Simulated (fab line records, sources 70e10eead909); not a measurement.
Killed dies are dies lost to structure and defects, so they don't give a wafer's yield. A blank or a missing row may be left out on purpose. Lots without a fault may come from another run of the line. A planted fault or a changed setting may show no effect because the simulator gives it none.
Chamber matching | flow nand_harc | NHARC_A_M1_DESCUM_14 on rie_diel-06: 4 sister chambers
The step chemistry O2, time 3 s. 18 wafers are shown with their chamber, then 9 later ones without.

WAFERS WITH THEIR CHAMBER
wafer  | chamber | drypump_motor_current_A (A) | throttle_valve_pct (%) | oes_product_au (a.u.)
L077.4 | 1       | 5.9                         | 11.300                 | 1.021
L077.5 | 0       | 6.1                         | 11.309                 | 0.999
L077.6 | 3       | 4.6                         | 11.313                 | 1.002
L076.1 | 3       | 4.6                         | 11.298                 | 1.000
L076.4 | 0       | 6.1                         | 11.308                 | 1.004
L076.5 | 0       | 6.2                         | 11.312                 | 0.994
L086.2 | 1       | 5.9                         | 11.318                 | 0.999
L086.5 | 1       | 5.9                         | 11.307                 | 1.005
L086.6 | 0       | 6.2                         | 11.318                 | 1.008
L087.1 | 1       | 6.0                         | 11.317                 | 1.003
L087.2 | 0       | 6.2                         | 11.316                 | 1.001
L087.6 | 0       | 6.2                         | 11.321                 | 1.002
L089.1 | 0       | 6.2                         | 11.319                 | 0.987
L089.2 | 2       | 5.5                         | 11.301                 | 0.989
L089.6 | 2       | 5.5                         | 11.300                 | 0.991
L088.1 | 1       | 6.0                         | 11.320                 | 0.993
L088.4 | 0       | 6.2                         | 11.304                 | 0.987
L088.5 | 1       | 5.9                         | 11.311                 | 0.990

SIGNATURES (means of the wafers above)
reading                 | chamber 0 | chamber 1 | chamber 2 | chamber 3 | scatter within a chamber
drypump_motor_current_A | 6.175     | 5.933     | 5.500     | 4.600     | 0.045
throttle_valve_pct      | 11.31338  | 11.31217  | 11.30050  | 11.30550  | 0.00689
oes_product_au          | 0.99775   | 1.00183   | 0.99000   | 1.00100   | 0.00857
Rule: a wafer's distance from a chamber is the root of the sum, over the readings, of the square of ((its reading less the chamber's mean) divided by the reading's scatter). The wafer belongs to the nearest chamber; if the next one is less than 2 further off, it can't be placed. The scatter: the root of (the sum of the squares of (reading less its chamber's mean) over the shown wafers, divided by (wafers less chambers)).

WAFERS WITHOUT THEIR CHAMBER
wafer  | drypump_motor_current_A (A) | throttle_valve_pct (%) | oes_product_au (a.u.)
L090.1 | 5.5                         | 11.308                 | 1.002
L090.4 | 6.0                         | 11.326                 | 1.003
L090.6 | 5.5                         | 11.310                 | 1.004
L091.1 | 6.2                         | 11.319                 | 1.002
L091.2 | 5.9                         | 11.307                 | 1.004
L091.4 | 6.0                         | 11.339                 | 1.004
L092.2 | 6.1                         | 11.308                 | 0.993
L092.4 | 6.2                         | 11.309                 | 0.992
L092.6 | 5.5                         | 11.312                 | 0.992

WHICH CHAMBER EACH WENT THROUGH
wafer  | from the rows above     | in truth
L090.1 | 2                       | 2
L090.4 | can't be placed: 1 or 0 | 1
L090.6 | 2                       | 2
L091.1 | 0                       | 0
L091.2 | 1                       | 1
L091.4 | can't be placed: 1 or 0 | 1
L092.2 | can't be placed: 0 or 1 | 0
L092.4 | 0                       | 0
L092.6 | 2                       | 2
Placed correctly: 6 of 9. Can't be placed from these rows: 3 (the true chamber is among the candidates in 3). Placed wrongly: 0.
